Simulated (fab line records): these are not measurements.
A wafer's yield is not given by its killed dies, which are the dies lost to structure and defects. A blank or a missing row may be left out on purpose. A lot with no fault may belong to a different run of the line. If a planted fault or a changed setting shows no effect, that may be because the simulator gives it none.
What tool caused it? -- flow nand harc -- Sampling: 12 lots, 36 wafers, 5 of 1159 route steps

## WHAT THE GAUGES SHOWED, per wafer
NHARC_END_SORT_01.
lot,measured,on,killed at array,killed at other,killed at periphery,killed dies,killed open,killed short
L776,day 26 04:05,prober-01,676 37 41,0 1 0,1 2 0,677 40 41,3 6 7,2 3 0
L780,day 26 23:06,prober-02,16 677 25,0 0 0,2 0 2,18 677 27,2 1 3,3 2 2
L781,day 28 06:14,prober-02,42 47 675,0 0 0,4 3 2,46 50 677,7 10 2,4 0 1
L786,day 27 12:46,prober-01,34 34 37,0 0 0,7 11 5,41 45 42,2 1 4,0 2 4
L790,day 27 19:00,prober-01,44 52,0 1,3 6,47 59,1 2,1 0
L791,day 29 16:39,prober-02,32,0,4,36,7,2

## EACH LOT AND THE TOOL THAT RAN IT (in order: tool; ch and the chambers of the sampled wafers; start)
lot,NHARC_A_STAIRCASE_DESCUM_219,NHARC_A_STAIRCASE_TRIM_226,NHARC_A_STAIRCASE_ETCH_230,NHARC_A_STAIRCASE_ETCH_232
L773,"rie diel-04 ch 1,2, day 13 19:42","rie diel-04 ch 1,2,3, day 13 21:09 or earlier","rie diel-04 ch 0,1,2, day 13 21:09","rie diel-04 ch 0,2, no start"
L769,"rie diel-04 ch 1,2, day 13 23:28","rie diel-04 ch 0,1,3, day 14 01:07 or earlier","rie diel-05 ch 0,1, day 14 01:07","rie diel-05 ch 0,2,3, no start"
L771,"rie diel-11 ch 0,1, day 14 04:34","rie diel-11 ch 0,2,3, day 14 06:02 or earlier","rie diel-11 ch 0,1,2, day 14 06:02","rie diel-11 ch 0,1,3, no start"
L770,"rie diel-05 ch 0,2, day 14 05:13","rie diel-05 ch 0,3, day 14 07:18 or earlier","rie diel-05 ch 0,1,3, day 14 07:18","rie diel-05 ch 0,2,3, no start"
L776,"rie diel-04 ch 0,1,3, day 14 15:05","rie diel-04 ch 0,2, day 14 16:50 or earlier","rie diel-11 ch 1,3, day 14 16:50","rie diel-11 ch 0,3, day 26 04:05 or earlier"
L780,"rie diel-05 ch 2,3, day 14 21:37","rie diel-05 ch 1,2, day 14 23:14 or earlier","rie diel-11 ch 0,2, day 14 23:14","rie diel-11 ch 1,2, day 26 23:06 or earlier"
L781,"rie diel-11 ch 0,2, day 15 05:34","rie diel-11 ch 1,2,3, day 15 11:31 or earlier","rie diel-11 ch 0,1, day 15 11:31","rie diel-11 ch 2,3, day 28 06:14 or earlier"
L785,"rie diel-11 ch 1,3, day 15 15:19","rie diel-11 ch 1,2,3, day 15 16:54 or earlier","rie diel-05 ch 0,1,2, day 15 16:54","rie diel-05 ch 0,2, no start"
L786,"rie diel-05 ch 0,1,3, day 15 15:58","rie diel-05 ch 0,1,2, day 15 17:20 or earlier","rie diel-05 ch 1,2,3, day 15 17:20","rie diel-05 ch 0,1, day 27 12:46 or earlier"
L790,"rie diel-11 ch 0,1,2, day 15 22:21","rie diel-11 ch 0,2, day 15 23:50 or earlier","rie diel-05 ch 1,2,3, day 15 23:50","rie diel-05 ch 0,1,2, day 27 19:00 or earlier"
L789,"rie diel-04 ch 0,1,2, day 15 23:28","rie diel-04 ch 0,1,2, day 16 00:46 or earlier","rie diel-04 ch 0,1,3, day 16 00:46","rie diel-04 ch 1,2,3, no start"
L791,"rie diel-04 ch 0,2,3, day 16 20:21","rie diel-04 ch 1,2,3, day 16 21:41 or earlier","rie diel-04 ch 1,3, day 16 21:41","rie diel-04 ch 1,2, day 29 16:39 or earlier"
- NHARC_A_STAIRCASE_DESCUM_219: chemistry O2, time 3 s.
- NHARC_A_STAIRCASE_TRIM_226: chemistry O2, time 211.2 s.
- NHARC_A_STAIRCASE_ETCH_230: etches the open film in C4F8/O2, target depth 100 nm, time 40.5 s.
- NHARC_A_STAIRCASE_ETCH_232: etches the open film in C4F8/O2, target depth 100 nm, time 40.5 s.

## AS READ BY THE TOOLS THEMSELVES (means over the sampled wafers that have a number; for cases with no such wafer, the mark the record gives instead)
NHARC_A_STAIRCASE_DESCUM_219.
lot,tool,drypump motor current A (A),oes product au (a.u.),rf vpp V (V),showerhead plenum p Torr (Torr),throttle valve pct (%)
L773,rie diel-04,6.1,1.012,59.3,1.94,11.314
L769,rie diel-04,6.1,1.008,57.4,1.94,11.314
L771,rie diel-11,5.9,1.013,58.1,2.01,11.307
L770,rie diel-05,6.1,1.000,58.7,1.97,11.316
L776,rie diel-04,5.6,0.999,58.0,1.95,11.311
L780,rie diel-05,5.8,0.999,57.7,1.88,11.310
L781,rie diel-11,6.0,0.990,58.1,1.97,11.317
L785,rie diel-11,5.5,0.993,57.7,1.95,11.310
L786,rie diel-05,5.6,0.996,58.3,1.87,11.308
L790,rie diel-11,5.9,0.993,57.4,1.94,11.303
L789,rie diel-04,6.1,0.999,57.5,1.90,11.303
L791,rie diel-04,6.0,1.004,58.2,1.94,11.313

NHARC_A_STAIRCASE_TRIM_226.
lot,tool,drypump motor current A (A),oes product au (a.u.),rf vpp V (V),showerhead plenum p Torr (Torr),throttle valve pct (%)
L773,rie diel-04,5.6,1.001,58.0,3.65,17.033
L769,rie diel-04,5.7,0.999,58.5,3.59,17.030
L771,rie diel-11,5.8,0.994,57.6,3.57,17.029
L770,rie diel-05,5.4,0.996,57.5,3.50,17.033
L776,rie diel-04,6.4,1.006,58.1,3.46,17.027
L780,rie diel-05,6.4,1.000,57.5,3.59,17.025
L781,rie diel-11,5.7,0.995,58.5,3.51,17.033
L785,rie diel-11,5.7,0.993,57.8,3.51,17.032
L786,rie diel-05,6.0,0.993,56.8,3.55,17.030
L790,rie diel-11,6.0,0.995,57.8,3.61,17.044
L789,rie diel-04,6.1,1.000,57.0,3.51,17.044
L791,rie diel-04,5.6,1.002,58.5,3.63,17.040

NHARC_A_STAIRCASE_ETCH_230.
lot,tool,oes product au (a.u.),rf vpp V (V),run length s (s)
L773,rie diel-04,0.957,896,62.1
L769,rie diel-05,0.941,894,62.3
L771,rie diel-11,0.945,898,61.4
L770,rie diel-05,0.936,893,62.1
L776,rie diel-11,0.959,900,65.8
L780,rie diel-11,0.935,899,65.8
L781,rie diel-11,0.934,901,65.8
L785,rie diel-05,0.942,897,61.8
L786,rie diel-05,0.935,894,62.0
L790,rie diel-05,0.975,895,61.8
L789,rie diel-04,0.947,898,61.8
L791,rie diel-04,0.947,900,62.0

NHARC_A_STAIRCASE_ETCH_232.
lot,tool,oes product au (a.u.),rf vpp V (V),run length s (s)
L773,rie diel-04,0.941,896,61.8
L769,rie diel-05,0.941,896,61.9
L771,rie diel-11,0.942,901,62.0
L770,rie diel-05,0.931,896,61.9
L776,rie diel-11,0.937,900,62.4
L780,rie diel-11,0.924,892,60.9
L781,rie diel-11,0.920,894,62.1
L785,rie diel-05,0.939,897,62.0
L786,rie diel-05,0.939,895,62.0
L790,rie diel-05,0.949,897,61.9
L789,rie diel-04,0.942,900,62.1
L791,rie diel-04,0.942,897,62.0

## THE ANSWER, worked out from the rows above alone
Rule: what is usual is taken from the lots themselves. Put in order of their means at a reading, lots are off if they are a third of the lots or fewer, leave a main group of 4 or more, and stand apart from it by a gap of 3 or more times the standard deviation of the main group's means; of several such gaps the widest counts. If all means in a main group match to the digits the tables above print for the reading, that group is not used. Also off: a lot with no number at a reading for which 4 or more lots have one. Any other lot the step has rows for is counted as sound. After the gauges, taken in route order, come the tools' own readings; for these a lot's mean is taken, as printed above. At the first step where some lot is off, the reading lying furthest off is the one used; lots without a number count as furthest.
Off, at NHARC_A_STAIRCASE_ETCH_230 on run length s: L776, L780, L781. The main group: mean 61.9 s, standard deviation 0.24.
A tool fits if, at that step or a process step before it, it ran every lot that is off, and no sound lot after the first of them. NHARC_A_STAIRCASE_TRIM_226 gives no start for some lots, so the hours and the order of its lots are those of NHARC_A_STAIRCASE_ETCH_230. One fits: rie diel-11 at NHARC_A_STAIRCASE_ETCH_230. A fault onset in the window from L771 (day 14 06:02, its last sound lot) to L776 (day 14 16:50, its first lot off) fits.
On the lots that are off, the tool's own readings at NHARC_A_STAIRCASE_ETCH_230 differ by more than 5 times the standard deviation of the sound lots' means, which bears it out; run length s reads 65.8 s there versus 61.9 s on the sound lots.

## WHAT THE SIMULATOR HAD INSERTED
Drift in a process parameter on rie diel-11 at NHARC_A_STAIRCASE_ETCH_230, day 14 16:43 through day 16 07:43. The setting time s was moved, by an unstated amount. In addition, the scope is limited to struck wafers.
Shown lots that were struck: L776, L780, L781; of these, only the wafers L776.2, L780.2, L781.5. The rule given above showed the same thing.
